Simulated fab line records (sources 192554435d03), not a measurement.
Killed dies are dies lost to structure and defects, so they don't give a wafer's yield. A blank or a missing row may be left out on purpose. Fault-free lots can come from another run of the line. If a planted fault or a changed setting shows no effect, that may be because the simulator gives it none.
Split-lot trial | flow n5_finfet | route with 1938 steps; 7 lots, 21 wafers read

SPLIT DETAILS
At N5_BEOL_M0_SAQP_EXPOSE_11 (exposes mask M0 CORE, target cd 42 nm), the setting dose_mj was moved away from the recipe's 55 on 6 of the 21 wafers read, by -6.2% to +6.1%. The other wafers ran this setting at the recipe's value.

FROM THE SPLIT TO THE READING: what the file shows between them, 2 steps
- N5_BEOL_M0_SAQP_PEB_12: peb time 60 s
- N5_BEOL_M0_SAQP_DEVELOP_13: develop time 30 s

THE READING
At N5_BEOL_M0_SAQP_CD_MEAS_14: cd_nm in nanometres, against a target cd of 42.5 nm. On this fab line, fault-free wafers typically give 42.5 nm with a standard deviation of 0.31 nm.

wafer  | tool, chamber at the split | dose_mj as run | against the recipe | cd_nm, nm | against lot-mates on the recipe
L074.2 | arfi_scanner-03, 0         | 55             | recipe             | 42.8      | -
L074.3 | arfi_scanner-03, 0         | 55             | recipe             | 42.1      | -
L074.4 | arfi_scanner-03, 0         | 55             | recipe             | 42.5      | -
L076.1 | arfi_scanner-02, 0         | 55             | recipe             | 42.3      | -
L076.3 | arfi_scanner-02, 0         | 55             | recipe             | 42.7      | -
L076.6 | arfi_scanner-02, 0         | 55             | recipe             | 42.6      | -
L082.1 | arfi_scanner-03, 0         | 58.35          | +6.1%              | 40.9      | -1.7
L082.4 | arfi_scanner-03, 0         | 55             | recipe             | 42.6      | -
L082.5 | arfi_scanner-03, 0         | 58.35          | +6.1%              | 40.9      | -1.7
L086.2 | arfi_scanner-03, 0         | 51.59          | -6.2%              | 44.9      | +2.5
L086.5 | arfi_scanner-03, 0         | 55             | recipe             | 42.4      | -
L086.6 | arfi_scanner-03, 0         | 51.59          | -6.2%              | 44.4      | +2.0
L094.2 | arfi_scanner-01, 0         | 57.05          | +3.7%              | 41.4      | -1.3
L094.3 | arfi_scanner-01, 0         | 55             | recipe             | 42.5      | -
L094.4 | arfi_scanner-01, 0         | 55             | recipe             | 42.9      | -
L095.2 | arfi_scanner-02, 0         | 55             | recipe             | 42.6      | -
L095.4 | arfi_scanner-02, 0         | 55             | recipe             | 42.7      | -
L095.5 | arfi_scanner-02, 0         | 55             | recipe             | 42.5      | -
L097.1 | arfi_scanner-03, 0         | 55             | recipe             | 42.7      | -
L097.3 | arfi_scanner-03, 0         | 55             | recipe             | 43.0      | -
L097.6 | arfi_scanner-03, 0         | 53.02          | -3.6%              | 43.6      | +0.8

FIT RESULTS
A straight line over all 21 wafers: cd_nm changes by -0.305 nm for each +1% of dose_mj; r = -0.97; the points scatter about the line by 0.23 nm.
The same after taking each lot's own level away (the mean of its wafers on the recipe; 21 wafers): -0.316 nm for each +1%; r = -0.97; scatter 0.23 nm.
That fit puts the effect of the largest move of dose_mj on the reading at 2 nm.
Measured against the standard deviation above, the lots' own levels, which go from 42.40 to 42.85 nm, span 1.5 times it.
The two slopes agree, so the slope changes little with the lot-to-lot level.
Check: with one of the wafers moved furthest among these (-6.2%) left out of the fit, the line predicts +1.8 nm for it against its lot-mates. It came out at +2.5 nm against them.

FILE'S OWN FIT
cd_nm changes by -0.312 nm for each +1% of dose_mj, r = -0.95.
